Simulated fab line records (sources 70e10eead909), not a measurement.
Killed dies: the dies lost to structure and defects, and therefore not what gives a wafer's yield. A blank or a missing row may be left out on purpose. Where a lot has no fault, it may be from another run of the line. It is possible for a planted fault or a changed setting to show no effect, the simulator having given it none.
Chamber matching :: flow nandHarc :: NHARC_A_STAIRCASE_DEP_151 on pecvd-04 has 3 sister chambers
The step deposits SiO2, target thk 3800 nm. 3 wafers are shown with their chamber, then 8 later ones without.

## WAFERS PAIRED WITH THEIR CHAMBERS
wafer: L083.3
chamber: 0
heaterPowerW (W): 759

wafer: L083.5
chamber: 2
heaterPowerW (W): 516

wafer: L086.1
chamber: 1
heaterPowerW (W): 881

## WAFERS MISSING THEIR CHAMBER
wafer: L086.2
heaterPowerW (W): 613

wafer: L086.6
heaterPowerW (W): 717

wafer: L088.1
heaterPowerW (W): 675

wafer: L088.3
heaterPowerW (W): 921

wafer: L088.5
heaterPowerW (W): 743

wafer: L096.3
heaterPowerW (W): 792

wafer: L096.5
heaterPowerW (W): 703

wafer: L096.6
heaterPowerW (W): 714

## THE CHAMBER EACH PASSED THROUGH
wafer: L086.2
from the rows above: can't be placed: 2 or 0
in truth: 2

wafer: L086.6
from the rows above: 0
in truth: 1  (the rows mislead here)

wafer: L088.1
from the rows above: can't be placed: 0 or 2
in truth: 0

wafer: L088.3
from the rows above: 1
in truth: 1

wafer: L088.5
from the rows above: 0
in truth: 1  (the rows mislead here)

wafer: L096.3
from the rows above: can't be placed: 0 or 1
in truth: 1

wafer: L096.5
from the rows above: 0
in truth: 0

wafer: L096.6
from the rows above: 0
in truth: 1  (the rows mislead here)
Correct placement for 2 of the 8. From these rows, 3 cannot be placed; in 3 the true chamber is one of the candidates. Placed wrongly: 3.
How it was worked out, from the rows above alone: a wafer's distance from a chamber is the root of the sum, over the readings, of the square of ((its reading less the chamber's mean) divided by the reading's scatter). The wafer belongs to the nearest chamber; if the next one is less than 2 further off, it can't be placed. A chamber's mean is the mean of its shown wafers. The scatter (one wafer shown for each chamber): square how far every hidden wafer sits from the nearest shown wafer, average those squares and take the square root.
